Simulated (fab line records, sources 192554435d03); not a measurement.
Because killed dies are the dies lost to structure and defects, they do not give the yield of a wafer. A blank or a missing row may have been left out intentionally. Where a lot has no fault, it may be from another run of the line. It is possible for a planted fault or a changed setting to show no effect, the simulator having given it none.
Split-lot study | flow n5-finfet | route with 1938 steps; 7 lots, 21 wafers read

THE SPLIT ITSELF
At N5_SD_EPI_P_EXPOSE_06 (exposes mask SD P BLK, target cd 240 nm), the setting dose-mj was moved away from the recipe's 39.5 on 6 of the 21 wafers read, by -2.3% to +6.2%. The other wafers ran this setting at the recipe's value.

FROM THE SPLIT TO THE READING: what the file shows between them, 2 steps
- N5_SD_EPI_P_PEB_07: peb time 60 s
- N5_SD_EPI_P_DEVELOP_08: develop time 30 s

THE READING
At N5_SD_EPI_P_CD_MEAS_09: cd-nm in nanometres, against a target cd of 240 nm. On this fab line, fault-free wafers typically give 239.7 nm with a standard deviation of 0.8 nm.

wafer  | tool, chamber at the split | dose-mj as run | against the recipe | cd-nm, nm | against lot-mates on the recipe
L075.2 | arfi-scanner-03, 0         | 39.5           | recipe             | 239.7     | -
L075.3 | arfi-scanner-03, 0         | 39.5           | recipe             | 240.6     | -
L075.6 | arfi-scanner-03, 0         | 38.6           | -2.3%              | 238.5     | -1.6
L077.1 | arfi-scanner-01, 0         | 39.5           | recipe             | 239.0     | -
L077.4 | arfi-scanner-01, 0         | 39.5           | recipe             | 238.6     | -
L077.5 | arfi-scanner-01, 0         | 39.5           | recipe             | 239.6     | -
L082.2 | arfi-scanner-01, 0         | 41.94          | +6.2%              | 244.9     | +5.5
L082.4 | arfi-scanner-01, 0         | 39.5           | recipe             | 239.6     | -
L082.5 | arfi-scanner-01, 0         | 39.5           | recipe             | 239.2     | -
L083.2 | arfi-scanner-03, 0         | 39.5           | recipe             | 240.1     | -
L083.3 | arfi-scanner-03, 0         | 39.5           | recipe             | 240.3     | -
L083.6 | arfi-scanner-03, 0         | 39.5           | recipe             | 240.2     | -
L088.1 | arfi-scanner-01, 0         | 38.62          | -2.2%              | 238.4     | +0.2
L088.2 | arfi-scanner-01, 0         | 38.62          | -2.2%              | 237.6     | -0.6
L088.6 | arfi-scanner-01, 0         | 39.5           | recipe             | 238.2     | -
L089.1 | arfi-scanner-03, 0         | 40.59          | +2.8%              | 240.6     | +1.9
L089.3 | arfi-scanner-03, 0         | 39.5           | recipe             | 238.7     | -
L089.4 | arfi-scanner-03, 0         | 40.59          | +2.8%              | 241.5     | +2.8
L097.2 | arfi-scanner-02, 0         | 39.5           | recipe             | 239.5     | -
L097.4 | arfi-scanner-02, 0         | 39.5           | recipe             | 239.1     | -
L097.5 | arfi-scanner-02, 0         | 39.5           | recipe             | 238.7     | -

FIT RESULTS
A straight line over all 21 wafers: cd-nm changes by +0.745 nm for each +1% of dose-mj; r = +0.89; the points scatter about the line by 0.7 nm.
The same after taking each lot's own level away (the mean of its wafers on the recipe; 21 wafers): +0.738 nm for each +1%; r = +0.92; scatter 0.58 nm.
That fit puts the effect of the largest move of dose-mj on the reading at 4.6 nm.
The lots' own levels span 238.20 to 240.20 nm, that is 2.5 times the standard deviation above.
The two slopes are in agreement: the lot-to-lot level therefore moves the slope only a little.
Check: for one of the wafers moved furthest among these (+6.2%), held out of the fit, the line's prediction against its lot-mates is +3.8 nm. Against them it came out at +5.5 nm.

OTHER SPLITS ON THESE WAFERS
Before the reading, these wafers also passed through other splits. Each is held against what the fit with the lots' levels taken away leaves over:
other split on the same wafers | wafers away from the commonest value | r with cd-nm (lot level and that fit taken away)
N5_SD_EPI_N_EPI_21 time-s      | 3                                    | -0.20

THE WHOLE CHAIN: every reading that the file lists as answering this split, in the file's order
step                   | what it does                                           | reading                                                         | change (the file's fit)               | r (the file's)
N5_SD_EPI_P_CD_MEAS_09 | target cd 240 nm                                       | cd-nm                                                           | +0.8 nm for each +1% of the setting   | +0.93
N5_SD_EPI_P_DESCUM_14  | chemistry O2, time 7.9 s                               | SD_EPI_P.cd-nm (the simulator's own value, which no gauge read) | +0.823 nm for each +1% of the setting | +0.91
N5_SD_EPI_P_ETCH_36    | etches SiARC in CF4, target depth 45.5 nm, time 75.8 s | SD_EPI_P.cd-nm (the simulator's own value, which no gauge read) | +0.813 nm for each +1% of the setting | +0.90

THE FILE'S OWN FIT
cd-nm changes by +0.8 nm for each +1% of dose-mj, r = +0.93.
